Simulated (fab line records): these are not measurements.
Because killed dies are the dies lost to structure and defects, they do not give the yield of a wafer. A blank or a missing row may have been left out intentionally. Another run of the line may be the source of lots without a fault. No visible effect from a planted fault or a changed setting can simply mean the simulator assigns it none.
fab line records | flow nand_harc
record lots=14 | wafers=42 | last_day=24
route steps=1159 shown A_BLC@980 THIN_TSV@1102 END@1159
lots that met no fault: taken from a fault-free run of the same line
start_h: hours from the record's opening day to when the first of the lot's shown wafers began | wait_h: hours since the lot's step before | " the same as in the row above | L1.1+2: several wafers, shown together as one row | - value missing, or start not given | * or withheld: withheld | < > ~ a bound
route shown NAME@n: names a module that has steps shown in the file, with the first one's number in the route | usual: mean/standard deviation of fault-free wafers | same: alike in all rows | chamber/n: place in a boat | sites: per-site readings | _std_site: the values' standard deviation | _edge_site: outer sites' mean less inner sites' | radius_mm: for every site, how far away it sits from the centre of the wafer | mask NAME#n: copy n | behind: the tool/chamber that last shaped the wafer | hold: reason for holding the lot/hours on hold/outcome of the hold | device: transistor that didn't switch, given as n, p or np | end of line: the same wafers' tests at the end of the route | a step given without rows: its recipe and nothing more | killed: at the first sort, the dies lost to defects and structure; wafer yield is something else | map: shows each die of a wafer: x if killed, . if not, _ if none is there
set.NAME: setting as actually run; set.NAME@STEP: the setting as run at that earlier step | model.NAME: the simulator's own value behind a step, which no gauge read
steps of the route over a sample of lots; a table a step, a row a wafer
services: a tool's chamber out of use, with start hour (start_h, from the record's first day; less than 0 if before it), hours out, and reason
## steps
# step NHARC_A_BLC_ETCH_18
# recipe target_depth_a=9100 | c4f8_flow_sccm=20 | o2_flow_sccm=10 | ar_flow_sccm=withheld | rf_w=600 | bias_w=1500 | chemistry=C4F8/O2/Ar
# usual oes_product_au=0.955/0.023 | rf_vpp_V=976/5.1
lot.wafer | tool        | chamber | start_h | wait_h | oes_product_au | rf_hours_counter_h | rf_vpp_V
L211.3    | rie_diel-08 | 1       | 403.37  | -      | 0.936          | 9                  | 977
L211.2    | "           | 2       | "       | "      | 0.924          | 10                 | 969
L211.5    | "           | 0       | "       | "      | 0.924          | -                  | 984
L212.2    | rie_diel-03 | 0       | 411.55  | -      | 0.958          | 2                  | 974
L212.6    | "           | 0       | "       | "      | 0.962          | -                  | 974
L212.4    | "           | 2       | "       | "      | 0.979          | -                  | 973
L215.3    | rie_diel-08 | 0       | 427.15  | -      | 0.980          | 12                 | 984
L215.2    | "           | 1       | "       | "      | 0.972          | 11                 | 975
L215.4    | "           | 3       | "       | "      | 0.984          | 11                 | 973
L216.3    | rie_diel-03 | 3       | 434.60  | -      | 0.974          | 3                  | 980
L216.2    | "           | 1       | "       | "      | 0.972          | 4                  | 970
L216.5    | "           | 2       | "       | "      | 0.986          | -                  | 972
L217.1    | rie_diel-03 | 1       | 437.54  | -      | 0.989          | 4                  | 970
L217.3    | "           | 3       | "       | "      | 0.967          | 3                  | 980
L217.5    | "           | 1       | "       | "      | 0.984          | -                  | 969
L218.1    | rie_diel-08 | 0       | 450.83  | -      | 0.913          | 15                 | 985
L218.3    | "           | 1       | "       | "      | 0.941          | 14                 | 976
L218.5    | "           | 1       | "       | "      | 0.937          | -                  | 977
L220.4    | rie_diel-03 | 0       | 451.05  | -      | 0.917          | 5                  | 974
L220.3    | "           | 2       | "       | "      | 0.940          | 6                  | 972
L220.6    | "           | 3       | "       | "      | 0.903          | -                  | 980
L219.1    | rie_diel-08 | 2       | 472.84  | -      | 0.936          | 17                 | 970
L219.3    | "           | 0       | "       | "      | 0.930          | 18                 | 983
L219.6    | "           | 2       | "       | "      | 0.929          | -                  | 969
L222.3    | rie_diel-08 | 0       | 480.60  | -      | 0.960          | 19                 | 984
L222.1    | "           | 2       | "       | "      | 0.960          | 18                 | 970
L222.6    | "           | 2       | "       | "      | 0.968          | -                  | 970
L223.2    | rie_diel-03 | 0       | 481.17  | -      | 0.971          | 8                  | 973
L223.3    | "           | 3       | "       | "      | 0.955          | 7                  | 979
L223.5    | "           | 1       | "       | "      | 0.964          | -                  | 970
L225.3    | rie_diel-08 | 0       | 496.62  | -      | 0.916          | 1                  | 983
L225.1    | "           | 1       | "       | "      | 0.950          | 1                  | 976
L225.6    | "           | 1       | "       | "      | 0.939          | -                  | 978
L227.1    | rie_diel-03 | 0       | 500.85  | -      | 0.932          | 11                 | 973
L227.3    | "           | 3       | "       | "      | 0.922          | 10                 | 979
L227.6    | "           | 1       | "       | "      | 0.924          | -                  | 969
L230.4    | rie_diel-08 | 2       | 514.14  | -      | 0.980          | 2                  | 971
L230.1    | "           | 0       | "       | "      | 0.912          | 2                  | 983
L230.2    | "           | 1       | "       | "      | 0.987          | 3                  | 977
L233.2    | rie_diel-03 | 2       | 525.79  | -      | 0.944          | 12                 | 972
L233.5    | "           | 3       | "       | "      | 0.913          | -                  | 978
L233.4    | "           | 1       | "       | "      | 0.938          | -                  | 968
# step NHARC_THIN_TSV_CMP_01
# recipe target_thk_um=3
# usual motor_current_A=12.2/1.2 | retaining_ring_pressure_frac=1.000/0.0053
lot.wafer | tool   | chamber | start_h | wait_h | motor_current_A | retaining_ring_pressure_frac
L211.3    | cmp-04 | 0       | 436.86  | 0.6    | 12.3            | 0.998
L211.2    | "      | 2       | "       | "      | 13.4            | 1.002
L211.5    | "      | 1       | "       | "      | 13.5            | 0.997
L212.4    | cmp-04 | 0       | 441.05  | 0.5    | 12.8            | 0.995
L212.2    | "      | 1       | "       | "      | 13.3            | 1.004
L212.6    | "      | 2       | "       | "      | 12.7            | 0.998
L215.4    | cmp-03 | 3       | 458.38  | 0.4    | 11.5            | 1.002
L215.3    | "      | 0       | "       | "      | 10.8            | 0.993
L215.2    | "      | 2       | "       | "      | 10.6            | 1.000
L216.3    | cmp-02 | 1       | 459.58  | 0.6    | 13.5            | 0.992
L216.2    | "      | 2       | "       | "      | 11.4            | 1.002
L216.5    | "      | 2       | "       | "      | 12.2            | 1.007
L217.1    | cmp-02 | 0       | 463.42  | 1.1    | 13.2            | 0.999
L217.3    | "      | 2       | "       | "      | 11.3            | 1.006
L217.5    | "      | 3       | "       | "      | 9.9             | 1.005
L220.3    | cmp-04 | 2       | 486.11  | 0.6    | 12.6            | 1.000
L220.4    | "      | 1       | "       | "      | 13.2            | 0.997
L220.6    | "      | 3       | "       | "      | 14.2            | 0.999
L218.1    | cmp-02 | 3       | 487.29  | 1.0    | 9.9             | 0.995
L218.3    | "      | 2       | "       | "      | 12.5            | 1.006
L218.5    | "      | 0       | "       | "      | 13.6            | 0.997
L219.1    | cmp-03 | 3       | 499.70  | 1.0    | 12.0            | 0.996
L219.3    | "      | 0       | "       | "      | 10.8            | 1.009
L219.6    | "      | 2       | "       | "      | 11.2            | 0.997
L222.3    | cmp-04 | 2       | 520.27  | 0.6    | 12.3            | 1.003
L222.1    | "      | 1       | "       | "      | 13.3            | 1.004
L222.6    | "      | 2       | "       | "      | 13.2            | 0.996
L223.3    | cmp-03 | 2       | 521.51  | 0.7    | 10.9            | 0.998
L223.2    | "      | 3       | "       | "      | 11.7            | 1.001
L223.5    | "      | 1       | "       | "      | 13.6            | 1.010
L225.1    | cmp-03 | 3       | 534.46  | 1.1    | 11.8            | 1.012
L225.3    | "      | 0       | "       | "      | 11.4            | 1.007
L225.6    | "      | 3       | "       | "      | 11.6            | 1.008
L227.1    | cmp-03 | 2       | 538.78  | 1.0    | 11.5            | 1.005
L227.3    | "      | 1       | "       | "      | 13.3            | 1.002
L227.6    | "      | 3       | "       | "      | 11.7            | 0.991
L230.2    | cmp-03 | 3       | 544.53  | 0.9    | 11.7            | 1.003
L230.4    | "      | 1       | "       | "      | 11.8            | 1.006
L230.1    | "      | 2       | "       | "      | 11.2            | 0.999
L233.4    | cmp-03 | 3       | 554.32  | 0.5    | 11.7            | 0.992
L233.2    | "      | 1       | "       | "      | 12.4            | 1.002
L233.5    | "      | 2       | "       | "      | 10.5            | 1.007
# step NHARC_THIN_TSV_STRIP_45
# recipe power_w=1500 | temp_c=250 | chemistry=O2
# usual drypump_motor_current_A=5.6/0.34 | heater_power_w=314/19
lot.wafer | tool            | chamber | start_h | wait_h | drypump_motor_current_A | heater_power_w | rf_hours_counter_h
L211.2    | plasma_asher-01 | 1       | 439.29  | 0.1    | 6.1                     | 311            | 52
L211.3    | "               | 1       | "       | "      | 6.1                     | 322            | -
L211.5    | "               | 0       | "       | "      | 5.3                     | 341            | -
L212.2    | plasma_asher-02 | 0       | 443.27  | 0.1    | 5.3                     | 313            | 24
L212.4    | "               | 0       | "       | "      | 5.2                     | 324            | -
L212.6    | "               | 1       | "       | "      | 5.6                     | 298            | -
L215.2    | plasma_asher-02 | 1       | 460.87  | 0.2    | 5.7                     | 296            | 31
L215.4    | "               | 1       | "       | "      | 5.7                     | 289            | -
L215.3    | "               | 0       | "       | "      | 5.3                     | 315            | -
L216.2    | plasma_asher-02 | 0       | 462.02  | 0.1    | 5.3                     | 316            | 32
L216.3    | "               | 0       | "       | "      | 5.3                     | 316            | -
L216.5    | "               | 1       | "       | "      | 5.6                     | 296            | -
L217.1    | plasma_asher-02 | 1       | 465.85  | 0.1    | 5.7                     | 300            | 34
L217.3    | "               | 0       | "       | "      | 5.2                     | 314            | -
L217.5    | "               | 1       | "       | "      | 5.7                     | 290            | -
L220.3    | plasma_asher-02 | 0       | 488.65  | 0.2    | 5.2                     | 315            | -
L220.4    | "               | 1       | "       | "      | 5.7                     | 305            | -
L220.6    | "               | 1       | "       | "      | 5.6                     | 290            | -
L218.1    | plasma_asher-01 | 0       | 489.64  | 0.1    | 5.4                     | 346            | 10
L218.3    | "               | 0       | "       | "      | 5.3                     | 337            | -
L218.5    | "               | 1       | "       | "      | 6.1                     | 300            | -
L219.1    | plasma_asher-01 | 0       | 501.96  | 0.1    | 5.4                     | 344            | 13
L219.3    | "               | 0       | "       | "      | 5.4                     | 351            | -
L219.6    | "               | 0       | "       | "      | 5.4                     | 341            | -
L222.1    | plasma_asher-01 | 0       | 522.88  | 0.1    | 5.3                     | 344            | 20
L222.3    | "               | 0       | "       | "      | 5.4                     | 346            | -
L222.6    | "               | 1       | "       | "      | 6.2                     | 297            | -
L223.2    | plasma_asher-02 | 0       | 524.00  | 0.1    | 5.3                     | 320            | 51
L223.3    | "               | 0       | "       | "      | 5.3                     | 309            | -
L223.5    | "               | 1       | "       | "      | 5.7                     | 299            | -
L225.1    | plasma_asher-01 | 1       | 536.80  | 0.1    | 6.1                     | 303            | 25
L225.3    | "               | 1       | "       | "      | 6.1                     | 302            | -
L225.6    | "               | 1       | "       | "      | 6.1                     | 302            | -
L227.1    | plasma_asher-01 | 0       | 542.35  | 1.3    | 5.4                     | 334            | 29
L227.3    | "               | 0       | "       | "      | 5.4                     | 338            | -
L227.6    | "               | 0       | "       | "      | 5.3                     | 343            | -
L230.2    | plasma_asher-02 | 1       | 547.89  | 1.0    | 5.7                     | 298            | 1
L230.1    | "               | 0       | "       | "      | 5.2                     | 312            | 1
L230.4    | "               | 0       | "       | "      | 5.3                     | 301            | -
L233.2    | plasma_asher-02 | 1       | 556.69  | 0.1    | 5.7                     | 293            | 3
L233.4    | "               | 0       | "       | "      | 5.3                     | 310            | -
L233.5    | "               | 0       | "       | "      | 5.3                     | 306            | -
# step NHARC_THIN_TSV_CD_MEAS_37
# usual cd_nm=5002/3.6
lot.wafer | tool      | chamber | start_h | wait_h | cd_nm
L211.2    | cd_sem-02 | -       | 446.37  | -      | 5004
L211.3    | "         | -       | "       | "      | 5000
L211.5    | "         | -       | "       | "      | 5001
L212.2    | cd_sem-01 | -       | 450.26  | -      | 5003
L212.4    | "         | -       | "       | "      | 5001
L212.6    | "         | -       | "       | "      | 5002
L215.2    | cd_sem-03 | -       | 467.51  | -      | 4997
L215.3    | "         | -       | "       | "      | 4996
L215.4    | "         | -       | "       | "      | 5004
L216.2    | cd_sem-02 | -       | 468.24  | -      | 5008
L216.3    | "         | -       | "       | "      | 4997
L216.5    | "         | -       | "       | "      | 5001
L217.1    | cd_sem-02 | -       | 472.16  | -      | 5000
L217.3    | "         | -       | "       | "      | 5003
L217.5    | "         | -       | "       | "      | 5001
L220.3    | cd_sem-02 | -       | 494.87  | -      | 5007
L220.4    | "         | -       | "       | "      | 5002
L220.6    | "         | -       | "       | "      | 4998
L218.1    | cd_sem-03 | -       | 496.14  | -      | 5005
L218.3    | "         | -       | "       | "      | 5004
L218.5    | "         | -       | "       | "      | 5004
L219.1    | cd_sem-02 | -       | 508.38  | -      | 4997
L219.3    | "         | -       | "       | "      | 5001
L219.6    | "         | -       | "       | "      | 5008
L222.1    | cd_sem-01 | -       | 529.21  | -      | 5005
L222.3    | "         | -       | "       | "      | 5008
L222.6    | "         | -       | "       | "      | 5010
L223.2    | cd_sem-02 | -       | 534.28  | -      | 5002
L223.3    | "         | -       | "       | "      | 5002
L223.5    | "         | -       | "       | "      | 5001
L225.1    | cd_sem-02 | -       | 545.02  | -      | 4997
L225.3    | "         | -       | "       | "      | 5008
L225.6    | "         | -       | "       | "      | 5002
L227.1    | cd_sem-03 | -       | 550.84  | -      | 5004
L227.3    | "         | -       | "       | "      | 5000
L227.6    | "         | -       | "       | "      | 5004
L230.1    | cd_sem-03 | -       | 554.18  | -      | 5003
L230.2    | "         | -       | "       | "      | 5001
L230.4    | "         | -       | "       | "      | 5001
L233.2    | cd_sem-02 | -       | 563.05  | -      | 4999
L233.4    | "         | -       | "       | "      | 4998
L233.5    | "         | -       | "       | "      | 4998
# step NHARC_END_SORT_01
# recipe temp_c=25
# usual killed_at_array=30/10 | killed_at_other=0.5/0.82 | killed_at_periphery=2.9/2 | killed_dies=34/11 | killed_open=3.2/1.8 | killed_short=2.0/1.4
# same gross_dies=677
lot.wafer | tool      | chamber | start_h | wait_h | killed_at_array | killed_at_other | killed_at_periphery | killed_dies | killed_open | killed_short
L218.1    | prober-02 | 0       | 502.58  | 2.5    | 31              | 2               | 0                   | 33          | 4           | 1
L218.3    | prober-02 | 0       | 504.18  | 3.1    | 32              | 2               | 0                   | 34          | 3           | 0
L218.5    | prober-02 | 0       | 505.78  | 3.7    | 28              | 1               | 3                   | 32          | 3           | 1
L220.3    | prober-01 | 0       | 504.13  | 3.1    | 18              | 1               | 2                   | 21          | 2           | 1
L220.4    | prober-01 | 0       | 504.92  | 3.4    | 19              | 0               | 3                   | 22          | 1           | 2
L220.6    | prober-01 | 0       | 506.51  | 4.0    | 25              | 0               | 1                   | 26          | 1           | 2
L222.1    | prober-01 | 0       | 536.54  | 2.5    | 15              | 1               | 2                   | 18          | 1           | 1
L222.3    | prober-01 | 0       | 538.13  | 3.1    | 16              | 0               | 4                   | 20          | 5           | 2
L222.6    | prober-01 | 0       | 540.51  | 4.0    | 17              | 1               | 6                   | 24          | 3           | 3
L223.2    | prober-02 | 0       | 544.82  | 2.8    | 40              | 0               | 3                   | 43          | 1           | 1
L225.1    | prober-02 | 0       | 551.89  | 2.5    | 42              | 0               | 3                   | 45          | 8           | 1
L225.3    | prober-02 | 0       | 553.48  | 3.1    | 327             | 0               | 3                   | 330         | 2           | 4
L225.6    | prober-02 | 0       | 555.87  | 4.0    | 25              | 2               | 4                   | 31          | 3           | 2
L227.1    | prober-02 | 0       | 567.52  | 2.5    | 37              | 0               | 6                   | 43          | 5           | 3
L227.3    | prober-02 | 0       | 569.11  | 3.1    | 36              | 0               | 4                   | 40          | 2           | 2
L227.6    | prober-02 | 0       | 571.51  | 4.0    | 40              | 1               | 2                   | 43          | 6           | 2
L230.1    | prober-01 | 0       | 574.19  | 2.5    | 336             | 1               | 1                   | 338         | 4           | 4
L230.2    | prober-01 | 0       | 574.99  | 2.8    | 15              | 1               | 3                   | 19          | 3           | 1
L230.4    | prober-01 | 0       | 576.59  | 3.4    | 28              | 0               | 5                   | 33          | 1           | 1
# killed by level:class
L218.1 A_CHANNEL_HOLE_D1:chamber_film_flake=8 A_SLIT:chamber_film_flake=8 A_CONTACT:chamber_film_flake=6 A_STAIRCASE:chamber_film_flake=4 A_WL_FILL:geometric_particle:open=2 THIN_TSV:chamber_film_flake=2 A_CHANNEL_FILL_D1:geometric_particle:open=1 A_WL_FILL:geometric_particle:short=1
L220.3 A_SLIT:chamber_film_flake=7 A_CHANNEL_HOLE_D1:chamber_film_flake=6 A_CONTACT:chamber_film_flake=2 A_WL_FILL:geometric_particle:open=1 STARTING-WAFER:geometric_particle:open=1 P_ZERO_WELL:chamber_film_flake=1 P_M1:chamber_film_flake=1 A_SGD_CUT:unspecified:short=1
L218.3 A_SLIT:chamber_film_flake=11 A_CHANNEL_HOLE_D1:chamber_film_flake=9 A_CONTACT:chamber_film_flake=7 A_STAIRCASE:chamber_film_flake=2 A_CONTACT:geometric_particle:open=1 A_M0:geometric_particle:open=1 STARTING-WAFER:geometric_particle:open=1 A_CHANNEL_FILL_D1:chamber_film_flake=1
L220.4 A_SLIT:chamber_film_flake=10 A_CHANNEL_HOLE_D1:chamber_film_flake=3 A_CONTACT:chamber_film_flake=3 P_M0:geometric_particle:short=1 P_M0:geometric_particle:open=1 A_M0:geometric_particle:short=1 P_GATE:chamber_film_flake=1 A_SGD_CUT:chamber_film_flake=1
L218.5 A_CHANNEL_HOLE_D1:chamber_film_flake=9 A_SLIT:chamber_film_flake=9 A_CONTACT:chamber_film_flake=5 A_STAIRCASE:chamber_film_flake=4 P_CONTACT:geometric_particle:short=1 P_M0:geometric_particle:open=1 P_M2:geometric_particle:open=1 A_CONTACT:geometric_particle:open=1
L220.6 A_SLIT:chamber_film_flake=13 A_CHANNEL_HOLE_D1:chamber_film_flake=3 A_STAIRCASE:chamber_film_flake=3 A_CONTACT:chamber_film_flake=2 A_SOURCE_PLATE:geometric_particle:short=1 A_ONON_D1:geometric_particle:short=1 A_M0:geometric_particle:open=1 P_M1:chamber_film_flake=1
L222.1 A_CHANNEL_HOLE_D1:chamber_film_flake=5 A_ZERO_WELL:chamber_film_flake=3 A_STAIRCASE:chamber_film_flake=2 A_WL_FILL:chamber_film_flake=2 A_ONON_D1:geometric_particle:open=1 A_SGD_CUT:geometric_particle:short=1 P_GATE:chamber_film_flake=1 P_M1:chamber_film_flake=1
L222.3 A_CHANNEL_HOLE_D1:chamber_film_flake=4 A_STAIRCASE:chamber_film_flake=4 A_M0:geometric_particle:open=2 P_STI:geometric_particle:open=1 P_M0:geometric_particle:short=1 P_M0:geometric_particle:open=1 A_CHANNEL_HOLE_D1:geometric_particle:short=1 A_CONTACT:geometric_particle:open=1
L222.6 A_CHANNEL_HOLE_D1:chamber_film_flake=7 P_GATE:chamber_film_flake=3 A_STAIRCASE:chamber_film_flake=3 A_ZERO_WELL:chamber_film_flake=2 P_CONTACT:geometric_particle:open=1 P_CONTACT:geometric_particle:short=1 P_M1:geometric_particle:open=1 A_ONON_D1:geometric_particle:short=1
L223.2 A_CHANNEL_HOLE_D1:chamber_film_flake=14 A_SLIT:chamber_film_flake=13 A_STAIRCASE:chamber_film_flake=5 A_CONTACT:chamber_film_flake=5 P_GATE:chamber_film_flake=2 A_SGD_CUT:geometric_particle:short=1 A_WL_FILL:geometric_particle:open=1 P_M1:chamber_film_flake=1
L225.1 A_SLIT:chamber_film_flake=14 A_CHANNEL_HOLE_D1:chamber_film_flake=12 A_CONTACT:chamber_film_flake=3 A_BLC:chamber_film_flake=3 A_ONON_D1:geometric_particle:open=2 P_M2:geometric_particle:open=1 A_SOURCE_PLATE:geometric_particle:open=1 A_ONON_D1:geometric_particle:short=1
L225.3 A_BLC:area_etch=293 A_SLIT:chamber_film_flake=15 A_CHANNEL_HOLE_D1:chamber_film_flake=5 A_CONTACT:chamber_film_flake=4 A_BLC:chamber_film_flake=4 A_WL_FILL:geometric_particle:short=2 P_M0:geometric_particle:short=1 A_ONON_D1:geometric_particle:short=1
L225.6 A_SLIT:chamber_film_flake=14 A_CHANNEL_HOLE_D1:chamber_film_flake=4 A_STAIRCASE:chamber_film_flake=3 P_CONTACT:geometric_particle:open=1 P_M0:geometric_particle:short=1 A_SOURCE_PLATE:geometric_particle:open=1 A_CHANNEL_FILL_D1:geometric_particle:short=1 A_M0:geometric_particle:open=1
L227.1 A_CHANNEL_HOLE_D1:chamber_film_flake=15 A_SLIT:chamber_film_flake=11 A_STAIRCASE:chamber_film_flake=3 P_GATE:geometric_particle:open=2 A_CHANNEL_FILL_D1:geometric_particle:short=2 A_WL_FILL:geometric_particle:open=2 P_STI:chamber_film_flake=2 A_CONTACT:chamber_film_flake=2
L227.3 A_CHANNEL_HOLE_D1:chamber_film_flake=15 A_SLIT:chamber_film_flake=14 P_GATE:chamber_film_flake=2 A_STAIRCASE:chamber_film_flake=2 A_CONTACT:chamber_film_flake=2 P_CONTACT:geometric_particle:short=1 A_SOURCE_PLATE:geometric_particle:short=1 A_CHANNEL_FILL_D1:geometric_particle:open=1
L227.6 A_CHANNEL_HOLE_D1:chamber_film_flake=15 A_SLIT:chamber_film_flake=15 A_CONTACT:chamber_film_flake=4 P_CONTACT:geometric_particle:open=2 A_CHANNEL_FILL_D1:geometric_particle:open=2 A_CONTACT:geometric_particle:open=2 A_ONON_D1:geometric_particle:short=1 A_M0:geometric_particle:short=1
L230.1 A_BLC:area_etch=307 A_CHANNEL_HOLE_D1:chamber_film_flake=12 A_CONTACT:chamber_film_flake=7 A_SGD_CUT:geometric_particle:short=2 A_CHANNEL_HOLE_D1:geometric_particle:open=1 A_CHANNEL_FILL_D1:geometric_particle:open=1 A_WL_FILL:geometric_particle:short=1 A_CONTACT:geometric_particle:open=1
L230.2 A_CHANNEL_HOLE_D1:chamber_film_flake=7 A_CONTACT:chamber_film_flake=3 A_STAIRCASE:chamber_film_flake=2 P_CONTACT:geometric_particle:open=1 A_CHANNEL_HOLE_D1:geometric_particle:short=1 A_CHANNEL_FILL_D1:geometric_particle:open=1 A_CONTACT:geometric_particle:open=1 P_GATE:chamber_film_flake=1
L230.4 A_CHANNEL_HOLE_D1:chamber_film_flake=21 A_M0:chamber_film_flake=4 P_CONTACT:chamber_film_flake=2 P_GATE:geometric_particle:open=1 A_WL_FILL:geometric_particle:short=1 P_GATE:chamber_film_flake=1 P_M2:chamber_film_flake=1 A_CONTACT:chamber_film_flake=1
## services
tool            | chamber | start_h | hours | kind
rie_diel-03     | -       | 392.30  | 9.0   | pm
cmp-04          | -       | 399.39  | 4.0   | pm
rie_diel-08     | 3       | 403.36  | 9.2   | repair
rie_diel-03     | 3       | 405.50  | 7.8   | repair
cmp-02          | -       | 422.60  | 4.0   | pm
cmp-03          | -       | 438.76  | 0.9   | repair
cmp-02          | -       | 446.13  | 1.7   | repair
cmp-03          | -       | 450.00  | 4.0   | pm
plasma_asher-01 | -       | 453.00  | 9.0   | pm
rie_diel-03     | -       | 453.29  | 2.3   | repair
rie_diel-08     | 3       | 471.99  | 20.8  | repair
rie_diel-03     | 2       | 474.60  | 5.8   | repair
rie_diel-03     | 3       | 475.31  | 5.4   | repair
cmp-02          | -       | 480.82  | 2.7   | repair
rie_diel-08     | -       | 486.27  | 9.0   | pm
cmp-04          | -       | 497.39  | 4.0   | pm
cmp-03          | -       | 504.64  | 0.8   | repair
rie_diel-03     | 0       | 504.98  | 25.0  | repair
cmp-03          | -       | 505.97  | 3.2   | repair
rie_diel-03     | 2       | 510.06  | 6.7   | repair
cmp-02          | -       | 518.49  | 2.4   | repair
cmp-02          | -       | 520.98  | 4.0   | pm
plasma_asher-02 | -       | 537.56  | 9.0   | pm
cmp-03          | -       | 548.00  | 4.0   | pm
## key
first_sign step=NHARC_END_SORT_01 | reading=killed_at_array | direction=up | sigmas=29 | usual=30 | struck=332
effect step=NHARC_END_SORT_01 | reading=killed_dies | direction=up | sigmas=28 | usual=34 | struck=334
more_kills_born_at NHARC_A_BLC_ETCH_18@rie_diel-08=600
met_at NHARC_A_BLC_ETCH_18
struck_lots L225,L230
struck_wafers L225.3,L230.1
tester_left_out L225,L230
not_acting_at NHARC_THIN_TSV_CMP_01,NHARC_THIN_TSV_STRIP_45,NHARC_THIN_TSV_CD_MEAS_37
onset_between 480.60 496.62
fault kind=process_parameter_drift | tool=rie_diel-08 | chamber=0 | onset_h=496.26 | steps=NHARC_A_BLC_ETCH_18 | channel=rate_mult | offset=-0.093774 | shape=step | end_h=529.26
# tester_left_out: of these lots the tester's yield and bins aren't shown, on N5 and GAA mostly nor the transistor test; their killed dies are dies lost to structure and defects alone, not to doping, threshold or leakage, so they don't give the yield
